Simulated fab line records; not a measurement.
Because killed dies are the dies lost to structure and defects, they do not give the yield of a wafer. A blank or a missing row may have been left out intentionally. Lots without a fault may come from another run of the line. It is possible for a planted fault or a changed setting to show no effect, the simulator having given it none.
fab line records ; flow n5_finfet ; part 1 of 2: steps 1 to 21 of 29
record: lots: 5; wafers: 15; last_day: 19
route steps=1938 shown MIM_BOT_ETCH@1867 PASS1_CAP@1873 TV_LITHO@1875 TV_OPEN@1887 PAD_METAL@1893
lots with no fault: from the same line, run without faults
start_h: hours from the record's opening day to when the first of the lot's shown wafers began ; wait_h: how many hours have passed since the lot's step before this one ; " as in the row above ; L1.1+2: several wafers, shown together as one row ; - no value, or no start given ; * or withheld: withheld ; < > ~ a bound
route shown NAME@n: NAME is a module with steps in the file, n the number in the route of the first one ; usual: mean/standard deviation taken from wafers without a fault ; same: alike in all rows ; chamber/n: place in a boat ; sites: each site's reading ; _std_site: how widely they spread, as a standard deviation ; _edge_site: the outer-site mean with the inner-site mean subtracted ; radius_mm: how far each site lies from the wafer's centre ; mask NAME#n: copy n ; behind: the tool/chamber that last shaped the wafer ; hold: the reason the lot was held/the length of the hold in hours/how it ended ; device: transistor that didn't switch, given as n, p or np ; end of line: the same wafers' tests at the end of the route ; where a step has no rows: the recipe by itself ; killed: dies that structure and defects cost at the first sort, which is not the same as the wafer's yield ; map: dies across one wafer; x = killed, . = not, _ = none there
set.NAME: the run value of the setting; set.NAME@STEP: its run value at that earlier step ; model.NAME: the simulator's own value behind a step, which no gauge read
lots at some steps of the route; a table a step, a row a wafer
services: when a tool's chamber went out of use (start_h, in hours from the record's first day, below 0 if earlier), for how many hours, and the reason
== steps ==
step: N5_MIM_BOT_ETCH_ETCH_03
recipe: chemistry: Cl2/BCl3; target_depth_a: 120; pressure_mtorr: 8; icp_w: 800; bias_w: 100; Cl2_flow_sccm: 20; bcl3_flow_sccm: 80
usual: drypump_motor_current_A: 5.7/0.37; he_backside_leak_sccm: 3.30/0.2; oes_product_au: 0.78/0.088; throttle_valve_pct: 27.6/0.33
lot.wafer;tool;chamber;start_h;wait_h;drypump_motor_current_A;he_backside_leak_sccm;oes_product_au;rf_hours_counter_h;throttle_valve_pct
L079.1;rie_metal-03;1;286.40;0.1;5.5;3.15;0.89;12;27.1
L079.2;rie_metal-03;0;286.40;0.1;6.3;3.21;0.75;52;27.8
L079.5;rie_metal-03;1;286.40;0.1;5.5;2.99;0.88;-;27.1
L081.3;rie_metal-02;0;318.59;0.1;5.3;3.33;0.92;-;27.4
L081.4;rie_metal-02;1;318.59;0.1;5.9;3.17;0.70;-;27.8
L081.6;rie_metal-02;1;318.59;0.1;5.9;3.11;0.71;-;27.8
L090.3;rie_metal-01;1;361.15;0.1;5.5;3.14;0.75;-;28.2
L090.5;rie_metal-01;1;361.15;0.1;5.5;3.26;0.74;-;28.2
L090.6;rie_metal-01;0;361.15;0.1;6.0;3.24;0.67;-;27.3
L094.2;rie_metal-02;0;384.20;0.1;5.3;3.44;0.88;11;27.4
L094.5;rie_metal-02;0;384.20;0.1;5.3;3.41;0.87;-;27.4
L094.6;rie_metal-02;1;384.20;0.1;5.9;3.19;0.69;-;27.8
L097.1;rie_metal-03;0;432.74;0.1;6.2;3.57;0.72;65;27.8
L097.3;rie_metal-03;1;432.74;0.1;5.4;3.18;0.83;-;27.1
L097.4;rie_metal-03;0;432.74;0.1;6.3;3.61;0.72;-;27.8
step: N5_MIM_BOT_ETCH_ETCH_00
recipe: chemistry: Cl2/BCl3; target: TiN; target_depth_a: 455; ion_energy_ev: 150; pressure_mtorr: 10; icp_w: 1000; bias_w: 126; Cl2_flow_sccm: 53.25; bcl3_flow_sccm: 21.75; Ar_flow_sccm: 25
usual: drypump_motor_current_A: 5.7/0.37; he_backside_leak_sccm: 3.3/0.38; mfc_ar_sccm: 24.99/0.078; oes_product_au: 0.78/0.089; throttle_valve_pct: 21.93/0.29
lot.wafer;tool;chamber;start_h;wait_h;drypump_motor_current_A;he_backside_leak_sccm;mfc_ar_sccm;oes_product_au;rf_hours_counter_h;throttle_valve_pct
L079.1;rie_metal-03;1;286.49;0.1;5.4;3.2;24.86;0.89;12;21.50
L079.2;rie_metal-03;0;286.49;0.1;6.3;3.6;24.87;0.75;52;22.10
L079.5;rie_metal-03;1;286.49;0.1;5.4;3.3;24.96;0.90;-;21.50
L081.3;rie_metal-02;0;318.69;0.1;5.3;3.5;24.90;0.91;-;21.80
L081.4;rie_metal-02;1;318.69;0.1;5.9;3.0;24.89;0.70;-;22.16
L081.6;rie_metal-02;1;318.69;0.1;5.9;3.1;25.02;0.71;-;22.16
L090.3;rie_metal-01;1;361.25;0.1;5.5;3.3;24.85;0.74;-;22.40
L090.5;rie_metal-01;1;361.25;0.1;5.5;3.2;24.85;0.74;-;22.41
L090.6;rie_metal-01;0;361.25;0.1;5.9;3.3;24.95;0.67;-;21.81
L094.2;rie_metal-02;0;384.29;0.1;5.3;3.4;24.96;0.89;11;21.80
L094.5;rie_metal-02;0;384.29;0.1;5.3;3.4;25.02;0.88;-;21.80
L094.6;rie_metal-02;1;384.29;0.1;5.9;3.2;24.99;0.70;-;22.18
L097.1;rie_metal-03;0;432.83;0.1;6.3;3.5;25.09;0.72;65;22.10
L097.3;rie_metal-03;1;432.83;0.1;5.4;3.4;24.99;0.83;-;21.53
L097.4;rie_metal-03;0;432.83;0.1;6.3;3.5;24.97;0.71;-;22.12
step: N5_MIM_BOT_ETCH_STRIP_01
recipe: chemistry: O2; power_w: 600; temp_c: 60; pressure_mtorr: 30; rf_frequency_hz: 6e+07; bias_power_w: 0; overash_fraction: 0.5; o2_flow_sccm: 225
usual: drypump_motor_current_A: 5.7/0.34; oes_product_au: 0.81/0.083; rf_vpp_V: 3.8/1.3; showerhead_plenum_p_Torr: 2.09/0.072; throttle_valve_pct: 16.56/0.13
lot.wafer;tool;chamber;start_h;wait_h;drypump_motor_current_A;oes_product_au;rf_hours_counter_h;rf_vpp_V;showerhead_plenum_p_Torr;throttle_valve_pct
L079.1;rie_diel-01;2;286.63;0.1;5.7;0.82;93;3.8;2.04;16.34
L079.2;rie_diel-01;1;286.63;0.1;5.5;0.92;8;4.8;2.07;16.79
L079.5;rie_diel-01;1;286.63;0.1;5.5;0.94;-;5.4;2.07;16.80
L081.3;rie_diel-06;3;318.89;0.2;6.2;0.96;16;4.9;2.24;16.38
L081.4;rie_diel-06;2;318.89;0.2;5.7;0.86;67;3.8;2.03;16.52
L081.6;rie_diel-06;0;318.89;0.2;5.3;0.76;-;4.1;2.21;16.62
L090.3;rie_diel-02;0;361.35;0.1;5.9;0.68;231;4.7;2.16;16.63
L090.5;rie_diel-02;1;361.35;0.1;5.8;0.81;-;3.6;2.03;16.53
L090.6;rie_diel-02;2;361.35;0.1;5.7;0.81;-;5.5;2.02;16.49
L094.2;rie_diel-02;3;384.43;0.1;5.2;0.97;1;3.0;2.15;16.27
L094.5;rie_diel-02;2;384.43;0.1;5.7;0.80;-;4.5;2.02;16.45
L094.6;rie_diel-02;1;384.43;0.1;5.8;0.80;-;3.8;2.03;16.53
L097.1;rie_diel-02;3;432.97;0.1;5.2;0.88;21;4.1;2.14;16.33
L097.3;rie_diel-02;1;432.97;0.1;5.8;0.78;112;5.4;2.03;16.57
L097.4;rie_diel-02;0;432.97;0.1;5.9;1.00;0;2.9;2.16;16.17
step: N5_MIM_BOT_ETCH_STRIP_02
recipe: chemistry: post_etch_residue_remover; time_s: 1200; temp_c: 72.5
lot.wafer;tool;chamber;start_h;wait_h
L079.1+2+5;wet_bench-03;4,3,2;286.70;-
L081.3+4+6;wet_bench-03;4,5,7;318.96;-
L090.3+5+6;wet_bench-05;1,4,5;361.42;-
L094.2+5+6;wet_bench-05;1,0,3;384.50;-
L097.1+3+4;wet_bench-04;7,0,6;433.04;-
step: N5_MIM_BOT_ETCH_CLEAN_05
recipe: chemistry: IPA; time_s: 180; temp_c: 25
lot.wafer;tool;chamber;start_h;wait_h
L079.1+2+5;wet_bench-03;4,3,2;287.03;0.0
L081.3+4+6;wet_bench-03;4,5,7;319.30;0.0
L090.3+5+6;wet_bench-05;1,4,5;361.75;0.0
L094.2+5+6;wet_bench-05;1,0,3;384.86;0.0
L097.1+3+4;wet_bench-04;7,0,6;433.37;0.0
step: N5_MIM_BOT_ETCH_SRD_06
recipe: dry: ipa_marangoni; time_s: 30; temp_c: 23; rinse_liquid: diw
lot.wafer;tool;chamber;start_h;wait_h
L079.1+2+5;wet_bench-03;4,3,2;287.09;0.0
L081.3+4+6;wet_bench-03;4,5,7;319.35;0.0
L090.3+5+6;wet_bench-05;1,4,5;361.80;0.0
L094.2+5+6;wet_bench-05;1,0,3;384.92;0.0
L097.1+3+4;wet_bench-04;7,0,6;433.43;0.0
step: N5_PASSIVATION_PECVD_55
recipe: material: SiO2; target_thk_a: 4000; temp_c: 400; precursor: SiH4/N2O; pressure_torr: 2.7; rf_w: 608; time_s: 22.5
usual: heater_power_w: 617/74; showerhead_plenum_p_Torr: 8.13/0.16; throttle_valve_pct: 50.7/3
lot.wafer;tool;chamber;start_h;wait_h;heater_power_w;showerhead_plenum_p_Torr;throttle_valve_pct
L079.1;pecvd-02;0;287.13;0.0;581;8.19;50.8
L079.2;pecvd-02;1;287.13;0.0;661;8.04;47.4
L079.5;pecvd-02;1;287.13;0.0;743;8.05;47.0
L081.3;pecvd-04;1;319.40;0.0;612;7.97;49.2
L081.4;pecvd-04;2;319.40;0.0;666;8.29;47.9
L081.6;pecvd-04;0;319.40;0.0;597;8.22;56.9
L090.3;pecvd-03;0;361.85;0.0;603;7.80;51.4
L090.5;pecvd-03;0;361.85;0.0;643;7.77;51.7
L090.6;pecvd-03;1;361.85;0.0;702;8.20;52.9
L094.2;pecvd-03;1;384.97;0.0;647;8.21;52.6
L094.5;pecvd-03;0;384.97;0.0;637;7.81;51.5
L094.6;pecvd-03;1;384.97;0.0;673;8.21;53.0
L097.1;pecvd-03;0;433.47;0.0;631;7.79;51.7
L097.3;pecvd-03;1;433.47;0.0;696;8.23;52.8
L097.4;pecvd-03;1;433.47;0.0;707;8.20;52.4
step: N5_PASSIVATION_PECVD_01
recipe: material: SiNx; target_thk_a: 2000; temp_c: 400; precursor: SiH4/NH3/N2; pressure_torr: 4.9; rf_w: 1406; time_s: 43.2
usual: heater_power_w: 343/83; showerhead_plenum_p_Torr: 8.65/0.11; throttle_valve_pct: 28.7/1.6
lot.wafer;tool;chamber;start_h;wait_h;heater_power_w;showerhead_plenum_p_Torr;throttle_valve_pct
L079.1;pecvd-02;0;287.19;0.0;383;8.70;28.7
L079.2;pecvd-02;1;287.19;0.0;486;8.59;26.7
L079.5;pecvd-02;1;287.19;0.0;504;8.58;26.9
L081.3;pecvd-04;1;319.44;0.0;283;8.55;28.0
L081.4;pecvd-04;2;319.44;0.0;230;8.76;27.5
L081.6;pecvd-04;0;319.44;0.0;246;8.71;32.4
L090.3;pecvd-03;0;361.89;0.0;424;8.43;29.2
L090.5;pecvd-03;0;361.89;0.0;432;8.43;29.0
L090.6;pecvd-03;1;361.89;0.0;385;8.71;29.6
L094.2;pecvd-03;1;385.00;0.0;328;8.71;29.8
L094.5;pecvd-03;0;385.00;0.0;436;8.41;29.1
L094.6;pecvd-03;1;385.00;0.0;355;8.70;29.5
L097.1;pecvd-03;0;433.51;0.0;302;8.42;29.2
L097.3;pecvd-03;1;433.51;0.0;422;8.72;29.8
L097.4;pecvd-03;1;433.51;0.0;419;8.71;29.8
step: N5_PASSIVATION_HMDS_03
recipe: time_s: 60; temp_c: 120
usual: chill_plate_temp_C: 22.98/0.11
lot.wafer;tool;chamber;start_h;wait_h;chill_plate_temp_C
L079.1;litho_track-01;0;287.89;0.7;22.83
L079.2;litho_track-01;0;287.89;0.7;23.10
L079.5;litho_track-01;0;287.89;0.7;22.97
L081.3;litho_track-05;0;319.68;0.2;22.92
L081.4;litho_track-05;0;319.68;0.2;23.04
L081.6;litho_track-05;0;319.68;0.2;22.81
L090.3;litho_track-01;0;362.49;0.6;23.00
L090.5;litho_track-01;0;362.49;0.6;22.95
L090.6;litho_track-01;0;362.49;0.6;23.06
L094.2;litho_track-01;0;386.77;1.7;22.93
L094.5;litho_track-01;0;386.77;1.7;23.08
L094.6;litho_track-01;0;386.77;1.7;23.00
L097.1;litho_track-02;0;437.21;3.7;22.91
L097.3;litho_track-02;0;437.21;3.7;22.92
L097.4;litho_track-02;0;437.21;3.7;22.91
step: N5_PASSIVATION_COAT_04
recipe: spin_rpm: *; resist_thk_nm: *
usual: chill_plate_temp_C: 23.00/0.12; spin_speed_rpm: *
lot.wafer;tool;chamber;start_h;wait_h;chill_plate_temp_C;spin_speed_rpm
L079.1;litho_track-01;0;-;-;23.14;*
L079.2;litho_track-01;0;-;-;22.99;*
L079.5;litho_track-01;0;-;-;23.26;*
L081.3;litho_track-05;0;-;-;22.94;*
L081.4;litho_track-05;0;-;-;22.91;*
L081.6;litho_track-05;0;-;-;23.13;*
L090.3;litho_track-01;0;-;-;23.27;*
L090.5;litho_track-01;0;-;-;23.13;*
L090.6;litho_track-01;0;-;-;23.18;*
L094.2;litho_track-01;0;-;-;22.95;*
L094.5;litho_track-01;0;-;-;23.09;*
L094.6;litho_track-01;0;-;-;23.08;*
L097.1;litho_track-02;0;-;-;23.06;*
L097.3;litho_track-02;0;-;-;23.05;*
L097.4;litho_track-02;0;-;-;22.99;*
step: N5_PASSIVATION_EBR_06
recipe: solvent: PGMEA; ebr_width_mm: 1.5
usual: chill_plate_temp_C: 23.01/0.11
lot.wafer;tool;chamber;start_h;wait_h;chill_plate_temp_C
L079.1;litho_track-01;0;-;-;22.87
L079.2;litho_track-01;0;-;-;22.91
L079.5;litho_track-01;0;-;-;23.07
L081.3;litho_track-05;0;-;-;22.97
L081.4;litho_track-05;0;-;-;22.98
L081.6;litho_track-05;0;-;-;23.15
L090.3;litho_track-01;0;-;-;23.04
L090.5;litho_track-01;0;-;-;22.89
L090.6;litho_track-01;0;-;-;22.96
L094.2;litho_track-01;0;-;-;22.96
L094.5;litho_track-01;0;-;-;22.80
L094.6;litho_track-01;0;-;-;22.91
L097.1;litho_track-02;0;-;-;22.94
L097.3;litho_track-02;0;-;-;23.01
L097.4;litho_track-02;0;-;-;23.00
step: N5_PASSIVATION_SOFTBAKE_05
recipe: temp_c: 100; time_s: 90
usual: chill_plate_temp_C: 22.99/0.1
lot.wafer;tool;chamber;start_h;wait_h;chill_plate_temp_C
L079.1;litho_track-01;0;-;-;23.11
L079.2;litho_track-01;0;-;-;22.95
L079.5;litho_track-01;0;-;-;22.92
L081.3;litho_track-05;0;-;-;22.97
L081.4;litho_track-05;0;-;-;23.00
L081.6;litho_track-05;0;-;-;22.94
L090.3;litho_track-01;0;-;-;23.04
L090.5;litho_track-01;0;-;-;23.04
L090.6;litho_track-01;0;-;-;22.98
L094.2;litho_track-01;0;-;-;23.17
L094.5;litho_track-01;0;-;-;23.05
L094.6;litho_track-01;0;-;-;23.05
L097.1;litho_track-02;0;-;-;23.06
L097.3;litho_track-02;0;-;-;23.05
L097.4;litho_track-02;0;-;-;22.98
step: N5_PASSIVATION_EXPOSE_07
recipe: mask_id: TV; na: 0.55; source_shape: conventional; sigma_outer: 0.8; polarization: unpolarized; defocus_nm: 0; target_cd_nm: 3000; dose_mj: 22.75
lot.wafer;tool;chamber;start_h;wait_h;mask
L079.1+2+5;krf_scanner-01;0;288.13;-;TV#0
L081.3+4+6;krf_scanner-01;0;319.80;-;TV#0
L090.3+5+6;krf_scanner-01;0;362.73;-;TV#0
L094.2+5+6;krf_scanner-02;0;387.01;-;TV#0
L097.1+3+4;krf_scanner-01;0;437.60;-;TV#0
step: N5_PASSIVATION_PEB_08
recipe: peb_temp_c: withheld; peb_time_s: *
usual: chill_plate_temp_C: *
lot.wafer;tool;chamber;start_h;wait_h;chill_plate_temp_C
L079.1;litho_track-01;0;288.18;0.1;*
L079.2;litho_track-01;0;288.18;0.1;*
L079.5;litho_track-01;0;288.18;0.1;*
L081.3;litho_track-05;0;319.84;0.0;*
L081.4;litho_track-05;0;319.84;0.0;*
L081.6;litho_track-05;0;319.84;0.0;*
L090.3;litho_track-01;0;362.78;0.0;*
L090.5;litho_track-01;0;362.78;0.0;*
L090.6;litho_track-01;0;362.78;0.0;*
L094.2;litho_track-02;0;387.06;0.0;*
L094.5;litho_track-02;0;387.06;0.0;*
L094.6;litho_track-02;0;387.06;0.0;*
L097.1;litho_track-02;0;437.65;0.1;*
L097.3;litho_track-02;0;437.65;0.1;*
L097.4;litho_track-02;0;437.65;0.1;*
step: N5_PASSIVATION_DEVELOP_09
recipe: develop_time_s: 60; rinse_liquid: diw; dry: air_spin; dev_temp_c: 21
usual: chill_plate_temp_C: 23.01/0.1
same: develop_time_s: 60
lot.wafer;tool;chamber;start_h;wait_h;chill_plate_temp_C
L079.1;litho_track-01;0;-;-;22.92
L079.2;litho_track-01;0;-;-;22.94
L079.5;litho_track-01;0;-;-;22.91
L081.3;litho_track-05;0;-;-;22.90
L081.4;litho_track-05;0;-;-;23.00
L081.6;litho_track-05;0;-;-;23.13
L090.3;litho_track-01;0;-;-;23.10
L090.5;litho_track-01;0;-;-;23.13
L090.6;litho_track-01;0;-;-;23.17
L094.2;litho_track-02;0;-;-;23.08
L094.5;litho_track-02;0;-;-;23.03
L094.6;litho_track-02;0;-;-;23.02
L097.1;litho_track-02;0;-;-;22.94
L097.3;litho_track-02;0;-;-;22.97
L097.4;litho_track-02;0;-;-;23.08
step: N5_PASSIVATION_HARDBAKE_11
recipe: temp_c: 130; time_s: 120
usual: chill_plate_temp_C: 22.98/0.1
lot.wafer;tool;chamber;start_h;wait_h;chill_plate_temp_C
L079.1;litho_track-01;0;-;-;23.08
L079.2;litho_track-01;0;-;-;22.92
L079.5;litho_track-01;0;-;-;22.94
L081.3;litho_track-05;0;-;-;23.06
L081.4;litho_track-05;0;-;-;22.96
L081.6;litho_track-05;0;-;-;22.91
L090.3;litho_track-01;0;-;-;22.96
L090.5;litho_track-01;0;-;-;23.10
L090.6;litho_track-01;0;-;-;23.07
L094.2;litho_track-02;0;-;-;23.06
L094.5;litho_track-02;0;-;-;23.05
L094.6;litho_track-02;0;-;-;22.92
L097.1;litho_track-02;0;-;-;22.88
L097.3;litho_track-02;0;-;-;23.07
L097.4;litho_track-02;0;-;-;23.12
step: N5_PASSIVATION_CD_MEAS_10
recipe: target_cd_nm: 3000; landing_energy_ev: 500; detector: se_inlens
usual: cd_nm: 2999.4/1.5
lot.wafer;tool;chamber;start_h;wait_h;cd_nm
L079.1;cd_sem-02;0;288.30;-;3001.5
L079.2;cd_sem-02;0;288.30;-;2999.9
L079.5;cd_sem-02;0;288.30;-;2998.7
L081.3;cd_sem-01;0;319.96;-;3001.5
L081.4;cd_sem-01;0;319.96;-;3001.6
L081.6;cd_sem-01;0;319.96;-;3001.0
L090.3;cd_sem-03;0;362.90;-;2996.8
L090.5;cd_sem-03;0;362.90;-;2997.6
L090.6;cd_sem-03;0;362.90;-;2998.4
L094.2;cd_sem-01;0;387.18;-;2998.4
L094.5;cd_sem-01;0;387.18;-;3002.4
L094.6;cd_sem-01;0;387.18;-;2998.7
L097.1;cd_sem-02;0;437.77;-;3000.0
L097.3;cd_sem-02;0;437.77;-;2999.6
L097.4;cd_sem-02;0;437.77;-;2999.0
step: N5_PASSIVATION_OVL_MEAS_60
recipe: points_per_wafer: 44
usual: TV_OVL: 3/5.7
same: points_per_wafer: 44
lot.wafer;tool;chamber;start_h;wait_h;TV_OVL[nm]
L079.1;overlay-01;0;288.33;0.0;7
L079.2;overlay-01;0;288.33;0.0;5
L079.5;overlay-01;0;288.33;0.0;0
L081.3;overlay-01;0;319.99;0.0;-5
L081.4;overlay-01;0;319.99;0.0;2
L081.6;overlay-01;0;319.99;0.0;3
L090.3;overlay-02;0;362.93;0.0;9
L090.5;overlay-02;0;362.93;0.0;6
L090.6;overlay-02;0;362.93;0.0;13
L094.2;overlay-01;0;387.21;0.0;-1
L094.5;overlay-01;0;387.21;0.0;-8
L094.6;overlay-01;0;387.21;0.0;-11
L097.1;overlay-01;0;437.80;0.0;6
L097.3;overlay-01;0;437.80;0.0;5
L097.4;overlay-01;0;437.80;0.0;10
step: N5_PASSIVATION_INSPECT_61
recipe: mode: adi; inspect_instrument: macro
usual: raw_defect_count: 2.1/1.6
lot.wafer;tool;chamber;start_h;wait_h;raw_defect_count
L079.1;defect_inspect-02;-;288.36;0.0;2
L079.2;defect_inspect-02;-;288.36;0.0;0
L079.5;defect_inspect-02;-;288.36;0.0;1
L081.3;defect_inspect-01;-;320.02;0.0;3
L081.4;defect_inspect-01;-;320.02;0.0;2
L081.6;defect_inspect-01;-;320.02;0.0;4
L090.3;defect_inspect-02;-;362.95;0.0;3
L090.5;defect_inspect-02;-;362.95;0.0;4
L090.6;defect_inspect-02;-;362.95;0.0;4
L094.2;defect_inspect-02;-;387.23;0.0;7
L094.5;defect_inspect-02;-;387.23;0.0;1
L094.6;defect_inspect-02;-;387.23;0.0;0
L097.1;defect_inspect-02;-;437.83;0.0;2
L097.3;defect_inspect-02;-;437.83;0.0;1
L097.4;defect_inspect-02;-;437.83;0.0;3
step: N5_PASSIVATION_DESCUM_12
recipe: chemistry: O2; time_s: 7.9; source_power_w: 50; bias_power_w: 20; pressure_mtorr: 20; rf_frequency_hz: 2.712e+07; temp_c: 40; o2_flow_sccm: 225
usual: drypump_motor_current_A: 5.9/0.41; oes_product_au: 0.76/0.087; rf_vpp_V: 243.2/1.2; showerhead_plenum_p_Torr: 2.11/0.056; throttle_valve_pct: 20.48/0.15
lot.wafer;tool;chamber;start_h;wait_h;drypump_motor_current_A;oes_product_au;rf_hours_counter_h;rf_vpp_V;showerhead_plenum_p_Torr;throttle_valve_pct
L079.1;rie_diel-04;3;288.62;0.3;6.4;0.68;201;243.1;2.08;20.45
L079.2;rie_diel-04;2;288.62;0.3;6.5;0.71;234;241.9;2.07;20.41
L079.5;rie_diel-04;1;288.62;0.3;6.2;0.73;-;242.6;2.08;20.66
L081.3;rie_diel-04;3;320.05;0.0;6.4;0.68;209;242.3;2.08;20.48
L081.4;rie_diel-04;1;320.05;0.0;6.2;0.73;186;243.3;2.08;20.68
L081.6;rie_diel-04;3;320.05;0.0;6.4;0.68;-;241.6;2.08;20.47
L090.3;rie_diel-05;3;363.27;0.3;5.7;0.79;109;245.4;2.19;20.46
L090.5;rie_diel-05;0;363.27;0.3;5.2;0.74;-;243.3;2.09;20.70
L090.6;rie_diel-05;1;363.27;0.3;5.8;0.69;-;243.4;2.16;20.59
L094.2;rie_diel-05;2;387.27;0.0;5.7;1.00;2;243.7;2.14;20.40
L094.5;rie_diel-05;3;387.27;0.0;5.8;0.78;-;245.2;2.19;20.47
L094.6;rie_diel-05;2;387.27;0.0;5.7;0.99;-;244.1;2.14;20.41
L097.1;rie_diel-03;3;438.23;0.4;5.6;0.89;30;241.6;2.05;20.32
L097.3;rie_diel-03;1;438.23;0.4;6.0;0.78;121;241.1;2.02;20.47
L097.4;rie_diel-03;1;438.23;0.4;6.0;0.77;-;243.4;2.02;20.46
step: N5_PASSIVATION_PASS_ETCH_74
recipe: chemistry: CF4/O2; target: SiNx; target_depth_a: 2200; time_s: 110; ion_energy_ev: 100; pressure_mtorr: 40; source_w: 535; bias_w: 49; Ar_flow_sccm: 100; cf4_flow_sccm: 100; O2_flow_sccm: 10
usual: O2_flow_sccm: 10.00/0.031; drypump_motor_current_A: 5.9/0.41; mfc_ar_sccm: 100.0/0.33; oes_product_au: 0.76/0.088; rf_vpp_V: 240.5/1.7; showerhead_plenum_p_Torr: 2.21/0.056; throttle_valve_pct: 16.03/0.18
lot.wafer;tool;chamber;start_h;wait_h;O2_flow_sccm;drypump_motor_current_A;mfc_ar_sccm;oes_product_au;rf_hours_counter_h;rf_vpp_V;showerhead_plenum_p_Torr;throttle_valve_pct
L079.1;rie_diel-04;3;288.68;0.0;10.04;6.5;100.1;0.68;201;238.6;2.19;15.99
L079.2;rie_diel-04;2;288.68;0.0;9.96;6.5;99.8;0.70;234;240.8;2.18;16.02
L079.5;rie_diel-04;1;288.68;0.0;10.02;6.2;99.8;0.73;-;240.8;2.19;16.23
L081.3;rie_diel-04;3;320.12;0.0;9.99;6.5;100.7;0.68;209;238.7;2.18;16.02
L081.4;rie_diel-04;1;320.12;0.0;10.02;6.2;99.5;0.72;186;240.6;2.19;16.24
L081.6;rie_diel-04;3;320.12;0.0;9.94;6.5;100.1;0.68;-;239.1;2.18;16.01
L090.3;rie_diel-05;3;363.33;0.0;9.96;5.7;99.4;0.79;109;242.7;2.30;16.05
L090.5;rie_diel-05;0;363.33;0.0;9.97;5.2;100.0;0.74;-;239.7;2.21;16.25
L090.6;rie_diel-05;1;363.33;0.0;10.00;5.8;99.8;0.68;-;238.5;2.27;16.17
L094.2;rie_diel-05;2;387.33;0.0;9.97;5.7;100.4;0.98;2;242.2;2.26;15.88
L094.5;rie_diel-05;3;387.33;0.0;9.97;5.7;99.3;0.78;-;242.0;2.30;16.04
L094.6;rie_diel-05;2;387.33;0.0;9.98;5.7;100.3;0.98;-;243.2;2.26;15.87
L097.1;rie_diel-03;3;438.29;0.0;10.03;5.6;100.0;0.88;30;237.6;2.16;15.80
L097.3;rie_diel-03;1;438.29;0.0;10.00;6.0;100.0;0.79;121;239.6;2.13;15.96
L097.4;rie_diel-03;1;438.29;0.0;9.96;6.0;100.1;0.79;-;239.4;2.13;15.94
